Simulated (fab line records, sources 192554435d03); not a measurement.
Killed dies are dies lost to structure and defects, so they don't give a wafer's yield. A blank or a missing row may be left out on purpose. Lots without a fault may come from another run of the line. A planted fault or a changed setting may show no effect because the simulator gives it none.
Which tool did it? | flow n5_finfet | 12 lots, 34 wafers sampled, at 3 steps of a route of 1938

WHAT THE GAUGES READ, wafer by wafer
N5_BEOL_M8_CD_MEAS_11: target cd 38.5 nm. Usual: cd_nm 38.4 nm, standard deviation 0.64.
lot  | measured     | on        | cd_nm (nm)     | flag
L857 | day 10 23:02 | cd_sem-01 | 38.0 38.7 38.2 |
L855 | day 10 23:12 | cd_sem-03 | 37.5 37.9 37.5 |
L860 | day 11 04:50 | cd_sem-03 | 38.2 39.0 38.5 |
L858 | day 11 09:46 | cd_sem-01 | 38.7 37.8 38.6 |
L856 | day 11 14:46 | cd_sem-03 | 36.7 37.9      |
L862 | day 11 18:56 | cd_sem-02 | 38.7 40.0 38.5 |
L863 | day 11 23:58 | cd_sem-02 | 38.1 37.8 38.6 |
L868 | day 13 19:16 | cd_sem-02 | 38.9 38.3 38.7 |
L869 | day 14 03:20 | cd_sem-03 | 39.2 38.5 37.3 |
L871 | day 14 06:31 | cd_sem-03 | 37.6 37.2      |
L875 | day 15 14:52 | cd_sem-02 | 38.6 37.3 39.4 |
L876 | day 15 15:01 | cd_sem-02 | 38.6 37.5 38.6 |

WHICH TOOL RAN EACH LOT (tool, then ch and the chambers of the sampled wafers, then the start)
lot  | N5_BEOL_M8_ILD_DEP_00           | N5_BEOL_M8_PECVD_70
L857 | pecvd-02 ch 1,2, day 10 20:58   | pecvd-02 ch 1,2, day 10 21:37
L855 | pecvd-04 ch 0,1,2, day 10 21:14 | pecvd-04 ch 0,1, day 10 21:50
L860 | pecvd-02 ch 1,2, day 11 01:08   | pecvd-04 ch 1,2, day 11 02:16
L858 | pecvd-04 ch 0,1, day 11 07:22   | pecvd-02 ch 1,2, day 11 08:15
L856 | pecvd-01 ch 1,2, day 11 10:44   | pecvd-01 ch 2, day 11 11:49
L862 | pecvd-01 ch 0,1,2, day 11 17:23 | pecvd-01 ch 0,1,2, day 11 17:59
L863 | pecvd-01 ch 0,2, day 11 22:26   | pecvd-02 ch 0,1, day 11 23:02
L868 | pecvd-01 ch 0,1,2, day 13 17:01 | pecvd-02 ch 0,2, day 13 17:38
L869 | pecvd-02 ch 1,2, day 14 01:10   | pecvd-01 ch 0,1,2, day 14 01:47
L871 | pecvd-01 ch 1,2, day 14 04:31   | pecvd-02 ch 0,2, day 14 05:08
L875 | pecvd-02 ch 0,1,2, day 15 12:37 | pecvd-01 ch 0,1,2, day 15 13:14
L876 | pecvd-02 ch 0,1,2, day 15 12:53 | pecvd-01 ch 0,1,2, day 15 13:30
- N5_BEOL_M8_ILD_DEP_00: deposits SiCOH lowk from DEMS/porogen, target thk 179.75 nm, time 33.4 s.
- N5_BEOL_M8_PECVD_70: deposits SiO2 from TEOS/O2, target thk 20 nm, time 22.7 s.

WHAT THE TOOLS THEMSELVES READ (means of the sampled wafers that have a number; where no wafer has one, the mark that the record gives instead)
N5_BEOL_M8_ILD_DEP_00. Usual: heater_power_w 322 W, standard deviation 51; showerhead_plenum_p_Torr 5.739 Torr, standard deviation 0.013; throttle_valve_pct 13.7 %, standard deviation 0.46.
lot  | tool     | heater_power_w (W) | showerhead_plenum_p_Torr (Torr) | throttle_valve_pct (%) | flag
L857 | pecvd-02 | 299                | 5.743                           | 13.8                   |
L855 | pecvd-04 | 355                | 5.729                           | 13.6                   |
L860 | pecvd-02 | 339                | 5.733                           | 13.6                   |
L858 | pecvd-04 | 339                | 5.731                           | 14.2                   |
L856 | pecvd-01 | 320                | 5.748                           | 13.9                   |
L862 | pecvd-01 | 289                | 5.745                           | 13.9                   |
L863 | pecvd-01 | 283                | 5.747                           | 13.7                   |
L868 | pecvd-01 | 304                | 5.745                           | 14.0                   |
L869 | pecvd-02 | 296                | 5.746                           | 13.5                   |
L871 | pecvd-01 | 332                | 5.752                           | 13.8                   |
L875 | pecvd-02 | 321                | 5.734                           | 13.5                   |
L876 | pecvd-02 | 343                | 5.734                           | 13.4                   |

N5_BEOL_M8_PECVD_70. Usual: heater_power_w 717 W, standard deviation 88; showerhead_plenum_p_Torr 8.79 Torr, standard deviation 0.036; throttle_valve_pct 22.1 %, standard deviation 0.65.
lot  | tool     | heater_power_w (W) | showerhead_plenum_p_Torr (Torr) | throttle_valve_pct (%) | flag
L857 | pecvd-02 | 712                | 8.77                            | 21.9                   |
L855 | pecvd-04 | 826                | 8.75                            | 23.0                   |
L860 | pecvd-04 | 783                | 8.74                            | 21.9                   |
L858 | pecvd-02 | 766                | 8.79                            | 21.9                   |
L856 | pecvd-01 | 766                | 8.82                            | 22.1                   |
L862 | pecvd-01 | 710                | 8.80                            | 22.1                   |
L863 | pecvd-02 | 747                | 8.80                            | 21.8                   |
L868 | pecvd-02 | 764                | 8.77                            | 21.7                   |
L869 | pecvd-01 | 682                | 8.79                            | 22.3                   |
L871 | pecvd-02 | 766                | 8.79                            | 21.6                   |
L875 | pecvd-01 | 658                | 8.80                            | 22.4                   |
L876 | pecvd-01 | 666                | 8.79                            | 22.4                   |

THE ANSWER, worked out from the rows above alone
Rule: a lot is off if the mean of its wafers that have a number lies more than 3 standard deviations from the usual mean. A lot without any number at a reading at which 4 lots or more have one is off too. The other lots that the step has rows for count as sound. The gauges are gone through in route order, then the tools' own readings, and for those a lot's mean is taken as printed above. The first step at which some lot is off is used, and at that step the reading that is off furthest; a lot without a number counts as furthest.
No lot is off at any reading shown: from this, nothing can be told.

WHAT THE SIMULATOR HAD PUT IN
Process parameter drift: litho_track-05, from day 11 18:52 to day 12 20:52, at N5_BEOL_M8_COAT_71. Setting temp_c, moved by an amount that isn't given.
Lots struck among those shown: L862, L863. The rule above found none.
